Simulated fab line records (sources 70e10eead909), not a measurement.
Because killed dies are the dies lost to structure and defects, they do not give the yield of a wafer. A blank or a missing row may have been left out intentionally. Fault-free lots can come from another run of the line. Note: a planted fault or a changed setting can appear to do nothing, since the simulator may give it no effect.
A lot that was struck, set against a sound lot :: flow nand_harc :: 42 out of 1159 route steps
Sound: the wafers L267.1, L267.2, L267.6. Struck: wafers L278.2, L278.4, L278.6. The cause comes at the end.
Order at every step that has rows: each side's tool, ch and its chambers, its first start. Under that, the readings that differ: sound wafers :: struck wafers :: difference of the means :: sigmas: that difference in standard deviations of wafers without a fault.
alike: words and numbers the same on both sides, and readings whose means are apart by under 2 such deviations; not compared: readings that were withheld, readings missing a value for some wafer, numbers with overlapping values and no deviation given by the record, and bounds like >300 which may hide the same value.
A row with sigmas, a row that says differs or no value, or rows on one side alone: a step with any of these is where the two part. Numbers that have no deviation but don't overlap get no sigmas and don't part them. Lack of a reading on every wafer of one side parts them only where that side has two or more wafers.

first, 5 steps without rows for these wafers: NHARC_A_SGD_CUT_PRECLEAN_18 (cleans in SC1); NHARC_A_SGD_CUT_SRD_19; NHARC_A_SGD_CUT_DEP_20 (deposits SiO2, target thk 150 nm); NHARC_A_SGD_CUT_ANNEAL_27 (time 1800 s); NHARC_A_SGD_CUT_CMP_21 (polishes, target thk 148.19 nm).
NHARC_A_SGD_CUT_THK_MEAS_22: measures by ellipsometry.
  sound: film_metro-02 at day 14 02:19; struck: film_metro-01 at day 17 10:14
  alike: thk_nm
then, 3 steps without rows for these wafers: NHARC_A_SGD_CUT_SRD_23; NHARC_A_SGD_CUT_ETCH_26 (etches SiO2 in dHF, target depth 45.8 nm); NHARC_A_SGD_CUT_ETCHBACK_24 (etches the open film in CH3F/O2, target depth 50 nm, time 92.857 s).
NHARC_A_SGD_CUT_STRIP_28: strips in O2, time 20 s.
  sound on rie_diel-07 ch 0,2; struck on rie_diel-11 ch 0,3, day 17 10:38
  alike: drypump_motor_current_A, oes_product_au, rf_vpp_V, showerhead_plenum_p_Torr, throttle_valve_pct
  not compared: rf_hours_counter_h
NHARC_A_SGD_CUT_INSPECT_25:
  sound: defect_inspect-01 at day 14 02:47; struck: defect_inspect-01 at day 17 10:45
  alike: raw_defect_count
NHARC_A_SLIT_DEP_25: deposits SiO2, target thk 200 nm.
  sound on pecvd-01 ch 0,1,2, day 14 02:53; struck on pecvd-02 ch 0,1,2, day 17 11:00
  alike: flow_sccm, heater_power_w, rf_fwd_power_W, throttle_valve_pct
NHARC_A_SLIT_DEP_00: deposits aC, target thk 3200 nm.
  sound on acl_dep-01 ch 0, day 14 03:31; struck on acl_dep-01 ch 0, day 17 11:40
  alike: throttle_valve_pct
then, 9 steps without rows for these wafers: NHARC_A_SLIT_DEP_23 (deposits SiON, target thk 100 nm); NHARC_A_SLIT_DEHYDRATE_01 (time 120 s); NHARC_A_SLIT_HMDS_02 (time 30 s); NHARC_A_SLIT_COAT_03 (resist thk 90 nm); NHARC_A_SLIT_SOFTBAKE_04 (time 55 s); NHARC_A_SLIT_EBR_05; NHARC_A_SLIT_EXPOSE_06 (exposes mask SLIT); NHARC_A_SLIT_PEB_07 (peb time 65 s); NHARC_A_SLIT_DEVELOP_08 (develop time 35 s).
NHARC_A_SLIT_CD_MEAS_09: the cd target is 300 nm.
  sound on cd_sem-03 ch 0, day 14 06:11; struck on cd_sem-03 ch 0, day 17 14:04
reading: cd_nm (nm)
sound: 300.9 300.1 300.6
struck: 299.2 299.1 299.1
difference: -1.4
sigmas: -2
NHARC_A_SLIT_OVL_MEAS_10:
  sound: overlay-02 at day 14 06:17; struck: overlay-01 at day 17 14:09
  alike: overlay_x_nm, overlay_y_nm
NHARC_A_SLIT_INSPECT_11:
  sound: defect_inspect-01 at day 14 06:19; struck: defect_inspect-01 at day 17 14:11
reading: raw_defect_count
sound: 15 29 22
struck: 444 467 478
difference: +441
sigmas: +46
NHARC_A_SLIT_DESCUM_14: chemistry O2, time 3 s.
  sound on rie_diel-12 ch 1,2, day 14 06:23; struck on rie_diel-09 ch 0,2,3, day 17 14:14
reading: drypump_motor_current_A (A)
sound: 5.59 5.15 5.13
struck: 6.19 5.92 5.54
difference: +0.59
sigmas: +2
  alike: oes_product_au, rf_vpp_V, showerhead_plenum_p_Torr, throttle_valve_pct
  not compared: rf_hours_counter_h
then, 5 steps without rows for these wafers: NHARC_A_SLIT_ETCH_24 (etches the open film in CF4/CHF3, target depth 121 nm, time 60.5 s); NHARC_A_SLIT_ETCH_15 (etches the open film in O2/COS, target depth 3200 nm, time 832 s); NHARC_A_SLIT_ETCH_17 (etches the open film in C4F8/O2/Ar, time 1687.5 s, target depth 10100 nm); NHARC_A_SLIT_ETCH_26 (etches the open film in C4F8/O2/Ar, time 90 s, target depth 400 nm); NHARC_A_SLIT_STRIP_28 (strips in O2/COS).
NHARC_A_SLIT_ETCH_29: etches the open film in CF4/O2, target depth 100 nm, overetch 10 nm, time 55 s.
  sound on rie_diel-12 ch 2,3, day 14 10:36; struck on rie_diel-09 ch 0,2,3, day 17 20:21
  alike: drypump_motor_current_A, oes_product_au, rf_fwd_power_W, rf_vpp_V, showerhead_plenum_p_Torr, throttle_valve_pct
  not compared: rf_hours_counter_h
NHARC_A_SLIT_STRIP_18: strips in O2.
  sound: rie_diel-12 ch 1,2,3; struck: rie_diel-09 ch 0,2,3
  alike: drypump_motor_current_A, oes_product_au, rf_vpp_V, showerhead_plenum_p_Torr, throttle_valve_pct
  not compared: rf_hours_counter_h
then, 2 steps without rows for these wafers: NHARC_A_SLIT_PRECLEAN_19 (cleans in SC1); NHARC_A_SLIT_SRD_20.
NHARC_A_SLIT_CD_MEAS_21:
  sound: cd_sem-02 at day 14 11:10; struck: cd_sem-03 at day 17 21:08
  alike: cd_nm
then, 3 steps without rows for these wafers: NHARC_A_SIN_REMOVE_WET_00 (chemistry H3PO4, time 15300 s); NHARC_A_SIN_REMOVE_PRECLEAN_01 (cleans in SC1); NHARC_A_SIN_REMOVE_SRD_02.
NHARC_A_SIN_REMOVE_INSPECT_04:
  sound: defect_inspect-02 at day 14 17:08; struck: defect_inspect-01 at day 18 02:46
reading: raw_defect_count
sound: 554 234 302
struck: 721 723 740
difference: +365
sigmas: +4
then, 1 step without rows for these wafers: NHARC_A_WL_FILL_ALD_00 (deposits Al2O3, target thk 3 nm, pulse time 3 s, ald cycles 30).
-- record jumps: 5 days between struck wafers' starts before vs after; left off in module A_WL_FILL, resumes in module END, first step shown is number 1159 of the route --
NHARC_END_SORT_01:
  the record has rows for the struck wafers here (prober-01 ch 0, day 22 21:25) and none for the sound ones

## WHERE THEY PART
First at NHARC_A_SLIT_CD_MEAS_09; last, within this record, at NHARC_END_SORT_01.

WHY: what had been put in by the simulator
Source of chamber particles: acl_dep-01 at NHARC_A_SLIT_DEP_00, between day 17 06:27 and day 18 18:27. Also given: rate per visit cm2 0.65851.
